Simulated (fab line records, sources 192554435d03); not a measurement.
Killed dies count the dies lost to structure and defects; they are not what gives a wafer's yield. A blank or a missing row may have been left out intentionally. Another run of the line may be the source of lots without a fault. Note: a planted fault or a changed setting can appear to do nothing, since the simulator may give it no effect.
fab line records    flow n5Finfet
record lots=4  wafers=12  lastDay=17
route steps=1938 shown BEOL_M8@1368 BEOL_M9@1401 PASSIVATION@1936
lots that met no fault: from a run of the same line without faults
startH: start of the lot's first displayed wafer, in hours after the record's first day    waitH: hours elapsed since this lot's preceding step    " as in the row above    L1.1+2: a single row standing in for several wafers    - value missing, or start not given    * or withheld: withheld    < > ~ a bound
route shown NAME@n: names a module that has steps shown in the file, with the first one's number in the route    usual: mean and standard deviation over wafers with no fault    same: alike in all rows    chamber/n: place in a boat    sites: each site's reading    _std_site: their standard deviation    _edge_site: mean of outer sites minus mean of inner sites    radiusMm: for every site, how far away it sits from the centre of the wafer    mask NAME#n: copy n    behind: the tool/chamber that last shaped the wafer    hold: what put the lot on hold/how long, in hours/how the hold closed    device: names the non-switching transistor (n, p or np)    end of line: tests run on the same wafers once the route is complete    a step with no rows: only its recipe    killed: not the wafer's yield, but the dies lost to structure and defects at the first sort    map: dies across one wafer; x = killed, . = not, _ = none there
set.NAME: the setting that was run; set.NAME@STEP: the one run at that earlier step    model.NAME: the simulator's own value behind a step, which no gauge read
lots seen at some steps along the route; tables by step, rows by wafer
services: from which hour (startH, from the record's first day; less than 0 if before it) a tool's chamber was out of use, for how many hours, and why
## steps
# step N5_BEOL_M8_DESCUM_33
# recipe chemistry=O2  timeS=7  sourcePowerW=50  biasPowerW=20  pressureMtorr=20  rfFrequencyHz=2.712e+07  tempC=40  resist=CAR-EUV  o2FlowSccm=225
# step N5_BEOL_M8_ETCH_72
# recipe chemistry=N2/H2  target=underlayer  targetDepthA=65  maskMaterial=CAR-EUV  timeS=5.2  ionEnergyEv=200  pressureMtorr=30  sourceW=840  biasW=150  n2FlowSccm=200  h2FlowSccm=200  ends=cleared
# step N5_BEOL_M8_ETCH_65
# recipe chemistry=CF4  target=SiARC  targetDepthA=156  maskMaterial=CAR-EUV  timeS=26  ionEnergyEv=80  pressureMtorr=40  sourceW=545  biasW=36  Ar_flow_sccm=100  cf4FlowSccm=100  ends=cleared
# step N5_BEOL_M8_ETCH_66
# recipe chemistry=N2/H2  target=SOC  targetDepthA=800  overetchA=160  maskMaterial=SiARC  tempC=40  timeS=120  ionEnergyEv=200  pressureMtorr=30  sourceW=840  biasW=150  n2FlowSccm=200  h2FlowSccm=200
# step N5_BEOL_M8_STRIP_69
# recipe chemistry=N2/H2  tempC=40  n2FlowSccm=200  h2FlowSccm=200  rfFrequencyHz=6e+07
# step N5_BEOL_M8_STRIP_73
# recipe chemistry=N2/H2  tempC=40  n2FlowSccm=200  h2FlowSccm=200  rfFrequencyHz=6e+07
# step N5_BEOL_M8_VIA_ETCH_34
# recipe chemistry=C4F6/O2  target=SiCOH_lowk  targetDepthA=1255  maskMaterial=SOC  taperDeg=4  timeS=50.5  ionEnergyEv=250  pressureMtorr=30  sourceW=345  biasW=185  Ar_flow_sccm=300  C4F6_flow_sccm=10  O2_flow_sccm=10
# step N5_BEOL_M8_STRIP_76
# recipe chemistry=C4F6/O2  resist=SiARC  rfFrequencyHz=6e+07
# step N5_BEOL_M8_STRIP_36
# recipe chemistry=N2/H2  powerW=450  tempC=40  pressureMtorr=20  rfFrequencyHz=6e+07  overashFraction=0.3  biasPowerW=7  h2Frac=0.5  n2FlowSccm=200  h2FlowSccm=200
# step N5_BEOL_M8_TRENCH_ETCH_37
# recipe chemistry=C4F6/O2  targetDepthA=934.78  target=SiCOH_lowk  timeS=31.2  ionEnergyEv=250  pressureMtorr=30  sourceW=345  biasW=185  Ar_flow_sccm=300  C4F6_flow_sccm=10  O2_flow_sccm=10
# step N5_BEOL_M8_ETCH_41
# recipe chemistry=CH3F/O2  target=SiCN  targetDepthA=319  taperDeg=2  timeS=57.8  ionEnergyEv=120  maskMaterial=TiN  pressureMtorr=30  sourceW=395  biasW=75  Ar_flow_sccm=150  CH3F_flow_sccm=30  O2_flow_sccm=20
# usual chamberPressureMTorr=30.002/0.029  drypumpMotorCurrentA=5.8/0.37  oesProductAu=0.84/0.075  rfVppV=297.7/1.8  showerheadPlenumPTorr=2.02/0.078  throttleValvePct=16.28/0.24
lot.wafer  tool        chamber  startH  waitH  chamberPressureMTorr  drypumpMotorCurrentA  oesProductAu  rfHoursCounterH  rfVppV  showerheadPlenumPTorr  throttleValvePct
L374.1     rieDiel-06  0        229.75  -      29.974                5.7                   0.93          21               299.1   2.12                   16.19
L374.4     "           3        "       "      29.992                5.6                   0.95          7                298.0   1.96                   16.15
L374.5     "           1        "       "      30.008                5.2                   0.71          -                298.7   2.06                   16.73
L378.2     rieDiel-02  1        243.67  -      30.035                5.6                   0.88          32               297.7   1.96                   16.08
L378.3     "           0        "       "      30.006                6.1                   0.87          37               296.4   1.96                   16.12
L378.4     "           2        "       "      30.024                5.7                   0.74          157              295.0   1.92                   16.61
L386.1     rieDiel-02  3        296.37  -      30.000                6.6                   0.74          140              297.4   2.09                   16.25
L386.3     "           0        "       "      29.986                6.1                   0.86          54               295.7   1.95                   16.15
L386.4     "           1        "       "      30.023                5.6                   0.86          51               296.5   1.95                   16.11
L389.1     rieDiel-02  0        320.27  -      30.043                6.1                   0.84          63               297.1   1.95                   16.16
L389.3     "           3        "       "      29.998                6.6                   0.75          148              299.0   2.09                   16.26
L389.6     "           1        "       "      30.002                5.6                   0.86          -                296.1   1.95                   16.12
# step N5_BEOL_M8_STRIP_80
# recipe chemistry=N2/H2  timeS=10  powerW=450  tempC=40  pressureMtorr=20  rfFrequencyHz=6e+07  biasPowerW=7  n2FlowSccm=200  h2FlowSccm=200
# step N5_BEOL_M8_HM_STRIP_39
# recipe chemistry=peroxideTinStrip  material=TiN  targetDepthA=250  tempC=50  timeS=158
# step N5_BEOL_M8_SRD_40
# recipe timeS=30  tempC=23  rinseLiquid=diw  dry=ipaMarangoni
# step N5_BEOL_M8_PRECLEAN_42
# recipe chemistry=residueRemover  timeS=60  tempC=40
# step N5_BEOL_M8_SRD_43
# recipe timeS=30  tempC=23  rinseLiquid=diw  dry=ipaMarangoni
# step N5_BEOL_M8_CURE_75
# recipe tempC=370  timeS=120  ambient=DMADMS/He  material=SiCOH_lowk
# step N5_BEOL_M8_DEGAS_44
# recipe ambient=vacuum  tempC=250  timeS=60
# step N5_BEOL_M8_PRE_CLEAN_45
# recipe gas=H2/He  timeS=30  tempC=250
# step N5_BEOL_M8_ALD_77
# recipe material=TaN  targetThkA=20  tempC=275  aldPrecursorFamily=PDMAT  aldCoReactant=NH3  pressureTorr=3  carrierFlowSccm=1500  pulseTimeS=2  purgeTimeS=3  coReactantPurgeTimeS=2  coReactantPulseTimeS=3  aldCycles=40  precursorVesselTempC=75  precursorVesselPressureTorr=26.25  precursorVesselCarrierSccm=1000
# step N5_BEOL_M8_SURFACE_TREAT_79
# recipe gas=Ar  timeS=*  ionEnergyEv=*  ionCurrentMaCm2=0.5  pressureMtorr=*  arFlowSccm=30
# step N5_BEOL_M8_CVD_78
# recipe material=Co  targetThkA=20  tempC=withheld  precursor=CCTBA/H2  pressureTorr=30  timeS=142.3
# step N5_BEOL_M8_SPUTTER_48
# recipe material=Cu  targetThkA=100  tempC=-20  biasV=60  powerW=26000  chamberPressurePa=0.13  timeS=1.667
# step N5_BEOL_M8_ECD_50
# recipe material=Cu  targetThkA=3000
# step N5_BEOL_M8_ANNEAL_51
# recipe tempC=225  timeS=90  ambient=N2
# step N5_BEOL_M8_CMP_52
# recipe stopOn=SiCOH_lowk  tOverpolishS=6.9  downForcePsi=1  platenRpm=50  clearingPlatenDownForcePsi=1.5  clearingPlatenRpm=50  postCmpClean=cuAlkaline  targetThkNm=80  clearingPlatenPadVelocityMS=0.99484  padVelocityMS=0.99484
# step N5_BEOL_M8_PRE_CLEAN_55
# recipe gas=NH3  timeS=15  tempC=withheld  rfPowerW=300
# step N5_BEOL_M8_DEP_56
# recipe material=SiCN  targetThkA=100  tempC=withheld  precursor=3MS/NH3  pressureTorr=3  rfW=202  timeS=17.5
# step N5_BEOL_M9_ILD_DEP_00
# recipe material=SiCOH_lowk  targetThkA=3085.1  tempC=300  precursor=DEMS/porogen  pressureTorr=5  rfW=500  timeS=58
# step N5_BEOL_M9_CURE_71
# recipe tempC=385  timeS=240  ambient=He/Ar  material=SiCOH_lowk
# step N5_BEOL_M9_PECVD_70
# recipe material=SiO2  targetThkA=200  tempC=400  precursor=TEOS/O2  pressureTorr=5.5  rfW=450  teosFlowSccm=53.8  gas=O2  flowSccm=3000  timeS=22.7
# step N5_BEOL_M9_HM_DEP_02
# recipe material=TiN  targetThkA=200  tempC=25  chamberPressurePa=0.49996
# step N5_BEOL_M9_COAT_59
# recipe resist=SOC  tempC=250  timeS=60  spinRpm=1500  resistThkNm=100
# step N5_BEOL_M9_COAT_60
# recipe resist=SiARC  tempC=220  timeS=60  spinRpm=1500  resistThkNm=30
# step N5_PASSIVATION_PROBE_49
# usual defectLimitedYield=91.1/1.5  killed_at_M0_to_M3=36/11  killed_at_M4_up=13/5  killedAtContacts=13/5  killedAtFrontEnd=40/12  killedAtOther=3.3/2.3  killedDies=106/17  killedOnRim=13/3.7  killedOpen=70/13  killedShort=34/7.6  sort_bin_5_function=5.3/0.96  sort_bin_6_memory=3.3/0.66  sortNPass=1074/17  sortYieldPct=91.1/1.5
# same grossDies=1180  killedAtBackSide=0  sort_bin_4_leakage[%]=0  sort_bin_8_speed[%]=0
lot.wafer  tool       chamber  startH  waitH  defectLimitedYield[%]  killed_at_M0_to_M3  killed_at_M4_up  killedAtContacts  killedAtFrontEnd  killedAtOther  killedDies  killedOnRim  killedOpen  killedShort  sort_bin_5_function[%]  sort_bin_6_memory[%]  sortNPass  sortYieldPct[%]
L378.3     prober-01  -        306.72  0.1    89.9                   45                  16               12                46                0              119         14           81          36           6.0                     3.7                   1061       89.9
L386.3     prober-02  -        375.56  0.1    80.3                   24                  158              24                23                4              233         27           66          22           12.1                    3.6                   947        80.3
L389.1     prober-01  -        397.46  0.0    80.7                   32                  157              9                 29                1              228         25           50          26           10.6                    4.0                   952        80.7
# killed by level:class
L378.3 BEOL_M0_SAQP:geometricParticle:open=12 FIN_SAQP:geometricParticle:open=10 MOL_CONTACT_COAG:geometricParticle:open=10 STI_FIN_REVEAL:geometricParticle:open=9 BEOL_M1:geometricParticle:open=9 BEOL_M4:geometricParticle:open=7 BEOL_M3:geometricParticle:open=7 STARTING-WAFER:geometricParticle:short=7
L386.3 BEOL_M8:unspecified=145 MOL_CONTACT_COAG:geometricParticle:open=20 BEOL_M2:geometricParticle:open=10 FIN_SAQP:geometricParticle:open=6 BEOL_M1:geometricParticle:open=5 DUMMY_GATE:geometricParticle:open=4 MOL_CONTACT_COAG:geometricParticle:short=4 BEOL_M4:geometricParticle:open=4
L389.1 BEOL_M8:unspecified=150 BEOL_M2:geometricParticle:open=15 MOL_CONTACT_COAG:geometricParticle:open=7 BEOL_M0_SAQP:geometricParticle:short=6 DUMMY_GATE:geometricParticle:open=5 STARTING-WAFER:geometricParticle:open=5 FIN_SAQP:geometricParticle:open=4 BEOL_M0_SAQP:geometricParticle:open=4
# map L386.3 (x killed, . not)
_________________............________________
______________...x.............._____________
___________.........x.x....x...x...__________
__________................x....x...._________
________x.x.....x....................._______
_______..x.x...........................______
______.............x..x.......x.xx....xx_____
_____..................x........xxxxxxxxx____
____..x..x..x.x...............xxxxxxxxxxxx___
___...........................xxxxxxxxxxxxx__
___.x...............x..........xxxxxxxxxxxx__
__..................x....x....xxxxxxxxxxxxxx_
__..........................x.xxxxxxxxxxxxxx_
_..............x..............xxxxxxxxxxxxxx.
_............xx.........x.....xxxxxxxxxxxxx.x
_..............x.............xxxxxxxxxxxxxxx.
_....x.....x.............x..x..xxxxxxxxxxxxx.
_......x..........x............xx.x.xxxxxxx..
_x...x.......x...x...............x..xx...x..x
_..............................x..x...x......
_x.............x..........x..................
__.x.x..................................x..._
__x..........x....xx.......xxx.............._
___..............x.........................__
___....x......x.x.....................x..x.__
____.xx.....x..............x...x.........x___
_____..........x.........................____
______..................x..............._____
_______....x......................x....______
________.....x.....x............x....._______
__________....x.....x....x...x......_________
___________..x............x........__________
______________.x.....xx........._____________
_________________............________________
# map L389.1 (x killed, . not)
_________________............________________
______________.................._____________
___________.......x...x.........x..__________
__________...................x......_________
________................x.....x......._______
_______...............................x______
______.x........................xxxx.xxx_____
_____...........................xxxxxxxxx____
____.x........................xxxxxxxxxxxx___
___........................x..xxxxxxxxxxxxx__
___.....x.................xx..xxxxxxxxxxxxx__
__x.....x......x...xx.....x..xxxxxxxxxxxxxxx_
__.....x...................xxxxxxxxxxxxxxxxx_
_....x..............xx.......x.xxxxxxxxxxxxxx
_......x................x.....xxxxxxxxxxxxxxx
_............x.....x..x.....xxxxxxxxxxxxxxxx.
_.......x................x....x.xxxxxxxxxx...
_...............x...........x....x..xxxxxx.x.
_.......x.......x.x..xx...........x.xx..xx...
_......x....x.x..................x...x...x...
_..x.....x.....x............x........x.......
__..x..........................x.....x.x...._
__.........................................._
___...x....x............x..................__
___........................................__
____............x........................x___
_____.x................x....x........x...____
______...............x.................._____
_______.................x......x.......______
________....x........................._______
__________..x..x......x...........x._________
___________..................x.....__________
______________.x................_____________
_________________......x.....________________
## services
tool        chamber  startH  hours  kind
rieDiel-02  2        225.20  7.3    repair
rieDiel-06  -        265.39  0.7    repair
rieDiel-06  -        270.83  0.2    repair
rieDiel-02  0        279.12  2.5    repair
rieDiel-06  2        288.40  8.9    repair
rieDiel-06  1        304.37  12.7   repair
rieDiel-02  2        312.47  4.1    repair
## key
firstSign step=N5_PASSIVATION_PROBE_49  reading=killed_at_M4_up  direction=up  sigmas=29  usual=13  struck=158
effect step=N5_PASSIVATION_PROBE_49  reading=defectLimitedYield  direction=down  sigmas=7.2  usual=91.1  struck=80.5
moreKillsBornAt N5_BEOL_M8_ETCH_41@rieDiel-02=295
metAt N5_BEOL_M8_ETCH_41
struckWafers L386.3,L389.1
onsetBetween 243.67 296.37
fault kind=chamberParticleSource  tool=rieDiel-02  chamber=0  onsetH=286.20  steps=N5_BEOL_M8_ETCH_41  ratePerVisitCm2=2.1203  endH=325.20
